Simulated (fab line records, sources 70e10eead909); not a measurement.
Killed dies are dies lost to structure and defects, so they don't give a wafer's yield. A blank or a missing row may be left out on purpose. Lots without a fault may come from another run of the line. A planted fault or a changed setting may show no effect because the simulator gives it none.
Chamber matching | flow nand_harc | NHARC_P_STI_CMP_21 on cmp-03: 4 sister chambers
The step polishes, t overpolish 20 s, target thk 380.67 nm. 18 wafers are shown with their chamber, then 9 later ones without.

WAFERS WITH THEIR CHAMBER
wafer  | chamber | motor_current_A (A) | overpolish_run_s (s)
L074.1 | 1       | 10.1                | 19.996
L074.3 | 2       | 12.0                | 20.002
L074.6 | 0       | 10.6                | 19.992
L077.2 | 3       | 11.7                | 19.997
L077.4 | 1       | 10.4                | 19.993
L077.6 | 2       | 11.8                | 19.994
L079.1 | 2       | 11.4                | 20.000
L079.4 | 3       | 12.4                | 19.997
L079.6 | 3       | 12.3                | 19.995
L081.1 | 1       | 10.1                | 20.008
L081.5 | 2       | 11.9                | 19.991
L081.6 | 1       | 10.3                | 19.984
L081.2 | 2       | 12.3                | 20.007
L081.3 | 3       | 12.2                | 20.006
L081.4 | 0       | 11.0                | 20.009
L083.1 | 2       | 11.4                | 19.998
L083.5 | 3       | 13.4                | 20.001
L083.6 | 2       | 12.1                | 19.997

SIGNATURES (means of the wafers above)
reading          | chamber 0 | chamber 1 | chamber 2 | chamber 3 | scatter within a chamber
motor_current_A  | 10.800    | 10.225    | 11.843    | 12.400    | 0.413
overpolish_run_s | 20.00050  | 19.99525  | 19.99843  | 19.99920  | 0.00698
Rule: a wafer's distance from a chamber is the root of the sum, over the readings, of the square of ((its reading less the chamber's mean) divided by the reading's scatter). The wafer belongs to the nearest chamber; if the next one is less than 2 further off, it can't be placed. The scatter: the root of (the sum of the squares of (reading less its chamber's mean) over the shown wafers, divided by (wafers less chambers)).

WAFERS WITHOUT THEIR CHAMBER
wafer  | motor_current_A (A) | overpolish_run_s (s)
L089.3 | 10.7                | 19.994
L089.4 | 12.4                | 19.999
L089.6 | 10.8                | 19.996
L094.1 | 11.0                | 20.007
L094.2 | 10.2                | 20.001
L094.3 | 11.1                | 19.993
L095.2 | 11.2                | 20.002
L095.5 | 10.7                | 19.999
L095.6 | 13.0                | 19.998

WHICH CHAMBER EACH WENT THROUGH
wafer  | from the rows above               | in truth
L089.3 | can't be placed: 0 or 1 or 2      | 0
L089.4 | can't be placed: 3 or 2           | 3
L089.6 | can't be placed: 0 or 1 or 2      | 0
L094.1 | can't be placed: 0 or 2 or 1      | 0
L094.2 | can't be placed: 1 or 0           | 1
L094.3 | can't be placed: 0 or 2 or 1 or 3 | 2
L095.2 | can't be placed: 0 or 2 or 1 or 3 | 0
L095.5 | can't be placed: 0 or 1           | 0
L095.6 | can't be placed: 3 or 2           | 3
Placed correctly: 0 of 9. Can't be placed from these rows: 9 (the true chamber is among the candidates in 9). Placed wrongly: 0.
